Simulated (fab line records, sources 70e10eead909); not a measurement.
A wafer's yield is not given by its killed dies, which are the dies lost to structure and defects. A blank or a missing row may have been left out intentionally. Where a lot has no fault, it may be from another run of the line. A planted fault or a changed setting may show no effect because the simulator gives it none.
Chamber matching + flow nand-harc + NHARC_P_M1_DESCUM_14 on rie-diel-11: 4 sister chambers
The step chemistry O2, time 3 s. 14 wafers are shown with their chamber, then 7 later ones without.

## WAFERS, EACH WITH ITS CHAMBER
| wafer  | chamber | drypump-motor-current-A (A) | oes-product-au (a.u.) | rf-vpp-V (V) |
|--------|---------|-----------------------------|-----------------------|--------------|
| L074.3 | 0       | 6.6                         | 1.004                 | 58.9         |
| L074.4 | 2       | 5.9                         | 0.991                 | 58.5         |
| L074.5 | 2       | 5.9                         | 0.985                 | 58.2         |
| L076.2 | 3       | 6.2                         | 0.995                 | 56.2         |
| L076.4 | 1       | 6.0                         | 0.993                 | 58.4         |
| L076.6 | 0       | 6.6                         | 1.009                 | 59.1         |
| L077.1 | 2       | 5.9                         | 0.987                 | 57.5         |
| L077.2 | 3       | 6.3                         | 0.994                 | 56.5         |
| L077.6 | 0       | 6.6                         | 0.994                 | 56.8         |
| L078.3 | 3       | 6.3                         | 1.000                 | 57.4         |
| L078.4 | 0       | 6.6                         | 1.008                 | 58.6         |
| L078.6 | 0       | 6.6                         | 0.995                 | 57.9         |
| L087.2 | 3       | 6.3                         | 1.014                 | 55.2         |
| L087.4 | 1       | 6.0                         | 1.000                 | 56.4         |

SIGNATURES (means of the wafers above)
| reading                 | chamber 0 | chamber 1 | chamber 2 | chamber 3 | scatter within a chamber |
|-------------------------|-----------|-----------|-----------|-----------|--------------------------|
| drypump-motor-current-A | 6.600     | 6.000     | 5.900     | 6.275     | 0.0274                   |
| oes-product-au          | 1.00200   | 0.99650   | 0.98767   | 1.00075   | 0.00707                  |
| rf-vpp-V                | 58.260    | 57.400    | 58.067    | 56.325    | 0.921                    |
Rule: a wafer's distance from a chamber is the root of the sum, over the readings, of the square of ((its reading less the chamber's mean) divided by the reading's scatter). The wafer belongs to the nearest chamber; if the next one is less than 2 further off, it can't be placed. The scatter: the root of (the sum of the squares of (reading less its chamber's mean) over the shown wafers, divided by (wafers less chambers)).

## WAFERS MISSING THEIR CHAMBER
| wafer  | drypump-motor-current-A (A) | oes-product-au (a.u.) | rf-vpp-V (V) |
|--------|-----------------------------|-----------------------|--------------|
| L087.5 | 6.0                         | 1.003                 | 58.2         |
| L095.1 | 6.3                         | 1.012                 | 58.7         |
| L095.2 | 5.9                         | 0.991                 | 57.5         |
| L095.4 | 6.0                         | 1.004                 | 57.9         |
| L097.1 | 5.9                         | 0.993                 | 57.1         |
| L097.4 | 6.2                         | 0.998                 | 57.3         |
| L097.6 | 6.0                         | 0.991                 | 58.9         |

## WHICH CHAMBER EACH ONE RAN IN
| wafer  | from the rows above     | in truth |
|--------|-------------------------|----------|
| L087.5 | 1                       | 1        |
| L095.1 | 3                       | 3        |
| L095.2 | 2                       | 2        |
| L095.4 | 1                       | 1        |
| L097.1 | 2                       | 2        |
| L097.4 | 3                       | 3        |
| L097.6 | can't be placed: 1 or 2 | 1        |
6 of 7 placed correctly. Unplaceable from these rows: 1, with the true chamber sitting among the candidates in 1. 0 placed wrongly.
